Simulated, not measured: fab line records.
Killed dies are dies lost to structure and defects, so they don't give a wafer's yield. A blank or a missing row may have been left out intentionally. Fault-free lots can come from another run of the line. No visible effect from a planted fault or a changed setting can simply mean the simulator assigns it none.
fab line records	flow nand_harc
[record] lots = 6	wafers = 18	last_day = 33
route steps=1302 shown A_STAIRCASE@702
lots that met no fault: taken from a fault-free run of the same line
start_h: start of the lot's first displayed wafer, in hours after the record's first day	wait_h: how many hours have passed since the lot's step before this one	" the same as in the row above	L1.1+2: a row that stands for several wafers	- no value, or no start was given	* or withheld: withheld	< > ~ a bound
route shown NAME@n: names a module that has steps shown in the file, with the first one's number in the route	usual: average and standard deviation across the fault-free wafers	same: alike in all rows	chamber/n: place in a boat	sites: each site's reading	_std_site: how widely they spread, as a standard deviation	_edge_site: inner sites' mean taken away from outer sites' mean	radius_mm: for every site, how far away it sits from the centre of the wafer	mask NAME#n: copy n	behind: the most recent tool/chamber to have shaped the wafer	hold: why the lot was held/for how many hours/how that ended	device: whichever transistor did not switch (one of n, p or np)	end of line: tests run on the same wafers once the route is complete	a step with no rows: only its recipe	killed: dies that structure and defects cost at the first sort, which is not the same as the wafer's yield	map: a wafer's dies, x killed, . not, _ none there
set.NAME: the setting the step ran with; set.NAME@STEP: the setting that earlier step ran with	model.NAME: the simulator's own value behind a step, which no gauge read
lots seen at some steps along the route; tables by step, rows by wafer
services: from which hour (start_h, from the record's first day; less than 0 if before it) a tool's chamber was out of use, for how many hours, and why
[[steps]]
[step NHARC_A_STAIRCASE_ETCH_188]
[recipe] target_depth_a = 1000	time_s = 40.5	ion_energy_ev = 400	c4f8_flow_sccm = 20	o2_flow_sccm = 10	ar_flow_sccm = withheld	rf_w = 600	bias_w = 1000	chemistry = C4F8/O2
[step NHARC_A_STAIRCASE_TRIM_189]
[recipe] time_s = 211.2	o2_flow_sccm = 500	ar_flow_sccm = 0	bias_w = 0	chemistry = O2
[usual] drypump_motor_current_A = 5.9/0.45	o2_flow_sccm = 499.9/1.7	oes_product_au = 0.999/0.011	rf_vpp_V = 57.7/0.86	showerhead_plenum_p_Torr = 3.47/0.15	throttle_valve_pct = 17.037/0.0099
lot.wafer	tool	chamber	start_h	wait_h	drypump_motor_current_A	o2_flow_sccm	oes_product_au	rf_hours_counter_h	rf_vpp_V	showerhead_plenum_p_Torr	throttle_valve_pct
L446.2	rie_diel-04	2	-	-	5.5	501.0	0.982	29	57.7	3.44	17.055
L446.3	"	0	"	"	6.6	497.1	1.006	31	58.0	3.57	17.030
L446.5	"	3	"	"	5.6	501.5	0.984	-	57.7	3.29	17.041
L449.3	rie_diel-05	0	-	-	6.7	499.7	1.017	18	56.5	3.32	17.044
L449.2	"	1	"	"	5.3	497.9	0.991	14	57.7	3.37	17.028
L449.5	"	0	"	"	6.7	500.8	1.002	-	57.7	3.32	17.023
L457.2	rie_diel-11	0	-	-	6.3	499.7	0.992	38	58.5	3.45	17.030
L457.3	"	1	"	"	5.8	501.1	0.992	34	57.6	3.40	17.058
L457.6	"	3	"	"	5.4	499.2	1.000	-	57.2	3.75	17.025
L459.4	rie_diel-05	1	-	-	5.3	504.2	0.992	47	57.8	3.35	17.022
L459.2	"	2	"	"	6.3	497.0	1.009	53	58.1	3.56	17.046
L459.3	"	0	"	"	6.7	500.6	1.007	45	56.8	3.30	17.048
L458.3	rie_diel-04	3	-	-	5.6	501.1	0.988	9	57.0	3.80	17.034
L458.1	"	0	"	"	6.6	500.4	1.018	8	58.8	3.55	17.039
L458.4	"	1	"	"	5.7	500.6	0.994	8	57.0	3.52	17.032
L460.2	rie_diel-05	0	-	-	6.7	499.7	1.009	49	57.3	3.30	17.038
L460.3	"	1	"	"	5.3	502.2	0.974	50	56.3	3.35	17.036
L460.6	"	0	"	"	6.7	498.1	0.990	-	57.2	3.30	17.024
[step NHARC_A_STAIRCASE_ETCH_190]
[recipe] target_depth_a = 1000	time_s = 40.5	ion_energy_ev = 400	c4f8_flow_sccm = 20	o2_flow_sccm = 10	ar_flow_sccm = withheld	rf_w = 600	bias_w = 1000	chemistry = C4F8/O2
[usual] oes_product_au = 0.941/0.011	rf_vpp_V = 893/5.3
lot.wafer	tool	chamber	start_h	wait_h	oes_product_au	rf_hours_counter_h	rf_vpp_V
L446.2	rie_diel-04	2	-	-	0.939	29	893
L446.3	"	0	"	"	0.941	31	899
L446.5	"	3	"	"	0.924	-	888
L449.3	rie_diel-05	2	-	-	0.948	19	898
L449.2	"	0	"	"	0.947	18	888
L449.5	"	3	"	"	0.942	-	889
L457.3	rie_diel-11	1	-	-	0.931	34	891
L457.2	"	2	"	"	0.954	33	888
L457.6	"	1	"	"	0.923	-	892
L459.4	rie_diel-05	3	-	-	0.934	49	888
L459.3	"	1	"	"	0.928	47	888
L459.2	"	2	"	"	0.951	53	895
L458.3	rie_diel-04	3	-	-	0.928	9	905
L458.4	"	0	"	"	0.955	8	897
L458.1	"	1	"	"	0.928	8	897
L460.3	rie_diel-05	2	-	-	0.964	56	897
L460.2	"	3	"	"	0.933	51	888
L460.6	"	0	"	"	0.940	-	887
[step NHARC_A_STAIRCASE_TRIM_191]
[recipe] time_s = 211.2	o2_flow_sccm = 500	ar_flow_sccm = 0	bias_w = 0	chemistry = O2
[usual] drypump_motor_current_A = 5.9/0.42	o2_flow_sccm = 500.0/1.5	oes_product_au = 0.999/0.01	rf_vpp_V = 57.6/0.91	showerhead_plenum_p_Torr = 3.46/0.14	throttle_valve_pct = 17.036/0.0085
lot.wafer	tool	chamber	start_h	wait_h	drypump_motor_current_A	o2_flow_sccm	oes_product_au	rf_hours_counter_h	rf_vpp_V	showerhead_plenum_p_Torr	throttle_valve_pct
L446.2	rie_diel-04	1	-	-	5.7	500.8	1.012	31	58.3	3.54	17.053
L446.3	"	3	"	"	5.6	500.0	0.989	29	57.3	3.29	17.042
L446.5	"	1	"	"	5.7	501.5	1.008	-	58.0	3.54	17.043
L449.2	rie_diel-05	2	-	-	6.2	499.5	1.018	19	59.1	3.58	17.034
L449.3	"	3	"	"	5.7	500.3	0.998	20	57.4	3.32	17.021
L449.5	"	2	"	"	6.3	500.9	1.002	-	58.0	3.58	17.039
L457.2	rie_diel-11	1	-	-	5.8	501.9	0.996	35	58.3	3.40	17.042
L457.3	"	0	"	"	6.3	501.2	0.988	38	57.5	3.45	17.029
L457.6	"	1	"	"	5.8	499.7	0.988	-	58.4	3.40	17.032
L459.4	rie_diel-05	2	-	-	6.2	500.5	1.021	53	57.7	3.56	17.032
L459.3	"	0	"	"	6.7	500.1	1.009	45	58.3	3.30	17.031
L459.2	"	1	"	"	5.3	499.6	0.998	47	55.4	3.35	17.033
L458.1	rie_diel-04	0	-	-	6.6	500.1	1.014	8	57.9	3.55	17.022
L458.3	"	2	"	"	5.6	501.8	0.999	9	57.0	3.43	17.036
L458.4	"	3	"	"	5.6	499.9	0.979	9	59.3	3.80	17.040
L460.3	rie_diel-05	2	-	-	6.2	500.7	0.996	56	58.0	3.55	17.036
L460.2	"	3	"	"	5.8	502.1	0.994	51	57.7	3.31	17.043
L460.6	"	2	"	"	6.2	497.2	1.000	-	57.7	3.56	17.038
[step NHARC_A_STAIRCASE_ETCH_192]
[recipe] target_depth_a = 1000	time_s = 40.5	ion_energy_ev = 400	c4f8_flow_sccm = 20	o2_flow_sccm = 10	ar_flow_sccm = withheld	rf_w = 600	bias_w = 1000	chemistry = C4F8/O2
[usual] oes_product_au = 0.941/0.01	rf_vpp_V = 894/5.7
lot.wafer	tool	chamber	start_h	wait_h	oes_product_au	rf_hours_counter_h	rf_vpp_V
L446.2	rie_diel-04	1	-	-	0.946	31	896
L446.3	"	2	"	"	0.950	29	895
L446.5	"	0	"	"	0.947	-	897
L449.3	rie_diel-05	1	-	-	0.923	15	890
L449.2	"	2	"	"	0.942	19	898
L449.5	"	1	"	"	0.914	-	891
L457.3	rie_diel-11	0	-	-	0.933	38	893
L457.2	"	1	"	"	0.942	35	892
L457.6	"	1	"	"	0.921	-	891
L459.2	rie_diel-05	2	-	-	0.944	53	898
L459.3	"	3	"	"	0.932	49	888
L459.4	"	0	"	"	0.955	45	887
L458.3	rie_diel-04	3	-	-	0.937	9	906
L458.1	"	0	"	"	0.945	8	897
L458.4	"	2	"	"	0.942	9	892
L460.3	rie_diel-05	3	-	-	0.933	52	888
L460.2	"	0	"	"	0.946	49	887
L460.6	"	2	"	"	0.949	-	897
[step NHARC_A_STAIRCASE_TRIM_193]
[recipe] time_s = 211.2	o2_flow_sccm = 500	ar_flow_sccm = 0	bias_w = 0	chemistry = O2
[step NHARC_A_STAIRCASE_ETCH_194]
[recipe] target_depth_a = 1000	time_s = 40.5	ion_energy_ev = 400	c4f8_flow_sccm = 20	o2_flow_sccm = 10	ar_flow_sccm = withheld	rf_w = 600	bias_w = 1000	chemistry = C4F8/O2
[step NHARC_A_STAIRCASE_TRIM_196]
[recipe] time_s = 211.2	o2_flow_sccm = 500	ar_flow_sccm = 0	bias_w = 0	chemistry = O2
[step NHARC_A_STAIRCASE_ETCH_197]
[recipe] target_depth_a = 1000	time_s = 40.5	ion_energy_ev = 400	c4f8_flow_sccm = 20	o2_flow_sccm = 10	ar_flow_sccm = withheld	rf_w = 600	bias_w = 1000	chemistry = C4F8/O2
[usual] oes_product_au = 0.951/0.017	rf_vpp_V = 893/5.4
lot.wafer	tool	chamber	start_h	wait_h	oes_product_au	rf_hours_counter_h	rf_vpp_V
L446.2	rie_diel-05	2	-	-	0.986	11	897
L446.3	"	3	"	"	0.960	12	887
L446.5	"	2	"	"	0.979	-	898
L449.2	rie_diel-05	3	-	-	0.948	21	887
L449.3	"	1	"	"	0.922	15	890
L449.5	"	2	"	"	0.952	-	898
L457.3	rie_diel-11	2	-	-	0.939	34	887
L457.2	"	3	"	"	0.929	38	904
L457.6	"	2	"	"	0.952	-	887
L459.4	rie_diel-05	3	-	-	0.941	49	889
L459.3	"	0	"	"	0.955	45	888
L459.2	"	1	"	"	0.933	47	890
L458.4	rie_diel-11	1	-	-	0.926	41	891
L458.1	"	3	"	"	0.959	42	905
L458.3	"	0	"	"	0.933	44	892
L460.2	rie_diel-11	1	-	-	0.948	43	890
L460.3	"	0	"	"	0.956	47	893
L460.6	"	1	"	"	0.959	-	892
[step NHARC_A_STAIRCASE_TRIM_198]
[recipe] time_s = 211.2	o2_flow_sccm = 500	ar_flow_sccm = 0	bias_w = 0	chemistry = O2
[step NHARC_A_STAIRCASE_ETCH_199]
[recipe] target_depth_a = 1000	time_s = 40.5	ion_energy_ev = 400	c4f8_flow_sccm = 20	o2_flow_sccm = 10	ar_flow_sccm = withheld	rf_w = 600	bias_w = 1000	chemistry = C4F8/O2
[step NHARC_A_STAIRCASE_TRIM_200]
[recipe] time_s = 211.2	o2_flow_sccm = 500	ar_flow_sccm = 0	bias_w = 0	chemistry = O2
[usual] drypump_motor_current_A = 5.9/0.46	o2_flow_sccm = 499.9/1.6	oes_product_au = 0.999/0.01	rf_vpp_V = 57.6/0.98	showerhead_plenum_p_Torr = 3.45/0.14	throttle_valve_pct = 17.036/0.0093
lot.wafer	tool	chamber	start_h	wait_h	drypump_motor_current_A	o2_flow_sccm	oes_product_au	rf_hours_counter_h	rf_vpp_V	showerhead_plenum_p_Torr	throttle_valve_pct
L446.3	rie_diel-05	1	447.54	-	5.3	403.6	0.978	8	57.9	2.92	15.308
L446.2	"	0	"	"	6.7	400.0	1.005	11	56.2	2.87	15.311
L446.5	"	1	"	"	5.3	400.2	0.988	-	57.3	2.92	15.312
L449.3	rie_diel-05	0	471.21	-	6.7	398.5	1.026	19	56.5	2.87	15.313
L449.2	"	1	"	"	5.3	402.1	0.991	15	57.1	2.92	15.295
L449.5	"	1	"	"	5.3	400.9	0.993	-	58.1	2.92	15.306
L457.3	rie_diel-11	2	549.79	-	5.5	498.3	1.008	34	57.5	3.29	17.049
L457.2	"	3	"	"	5.4	500.5	0.996	38	58.7	3.75	17.037
L457.6	"	1	"	"	5.8	497.5	0.989	-	58.2	3.40	17.036
L459.3	rie_diel-05	1	568.79	-	5.4	499.5	0.991	47	57.1	3.35	17.028
L459.4	"	2	"	"	6.3	501.2	1.016	53	59.1	3.56	17.035
L459.2	"	3	"	"	5.8	500.1	0.999	49	57.2	3.31	17.021
L458.3	rie_diel-11	2	569.62	-	5.5	498.4	1.013	40	57.9	3.29	17.043
L458.1	"	3	"	"	5.4	500.3	0.997	43	57.1	3.75	17.026
L458.4	"	0	"	"	6.3	499.6	0.973	44	57.4	3.45	17.028
L460.2	rie_diel-11	0	581.24	-	6.3	496.5	0.984	47	59.1	3.45	17.065
L460.3	"	1	"	"	5.9	498.7	0.992	43	57.6	3.39	17.053
L460.6	"	1	"	"	5.8	498.9	0.978	-	58.1	3.39	17.033
[step NHARC_A_STAIRCASE_ETCH_201]
[recipe] target_depth_a = 1000	time_s = 40.5	ion_energy_ev = 400	c4f8_flow_sccm = 20	o2_flow_sccm = 10	ar_flow_sccm = withheld	rf_w = 600	bias_w = 1000	chemistry = C4F8/O2
[[services]]
tool	chamber	start_h	hours	kind
rie_diel-05	1	430.65	7.7	repair
rie_diel-11	-	433.46	9.0	pm
rie_diel-05	0	440.17	-	clean
rie_diel-05	1	440.17	-	clean
rie_diel-05	2	440.17	-	clean
rie_diel-05	3	440.17	-	clean
rie_diel-04	3	453.51	2.3	repair
rie_diel-05	0	464.91	-	clean
rie_diel-05	1	464.91	-	clean
rie_diel-05	2	464.91	-	clean
rie_diel-05	3	464.91	-	clean
rie_diel-05	0	489.41	-	clean
rie_diel-05	1	489.41	-	clean
rie_diel-05	2	489.41	-	clean
rie_diel-05	3	489.41	-	clean
rie_diel-05	0	513.91	-	clean
rie_diel-05	1	513.91	-	clean
rie_diel-05	2	513.91	-	clean
rie_diel-05	3	513.91	-	clean
rie_diel-04	-	534.72	9.0	pm
rie_diel-05	0	539.09	-	clean
rie_diel-05	1	539.09	-	clean
rie_diel-05	2	539.09	-	clean
rie_diel-11	2	580.32	2.7	repair
[[key]]
[first_sign] step = NHARC_A_STAIRCASE_TRIM_200	reading = throttle_valve_pct	direction = down	sigmas = 99+	usual = 17.036	struck = 15.307
[effect] step = NHARC_A_STAIRCASE_TRIM_200	reading = o2_flow_sccm	direction = down	sigmas = 64	usual = *	struck = *
met_at NHARC_A_STAIRCASE_TRIM_200
struck_wafers L446.2,L446.3,L446.5,L449.2,L449.3,L449.5
tester_left_out L446,L449
[fault] kind = process_parameter_drift	tool = rie_diel-05	chamber = -	onset_h = 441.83	steps = NHARC_A_STAIRCASE_TRIM_200	channel = o2_flow_sccm	offset = *	shape = step	end_h = 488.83	acts_in = *	stated = *
// tester_left_out: of these lots the tester's yield and bins aren't shown, on N5 and GAA mostly nor the transistor test; their killed dies are dies lost to structure and defects alone, not to doping, threshold or leakage, so they don't give the yield
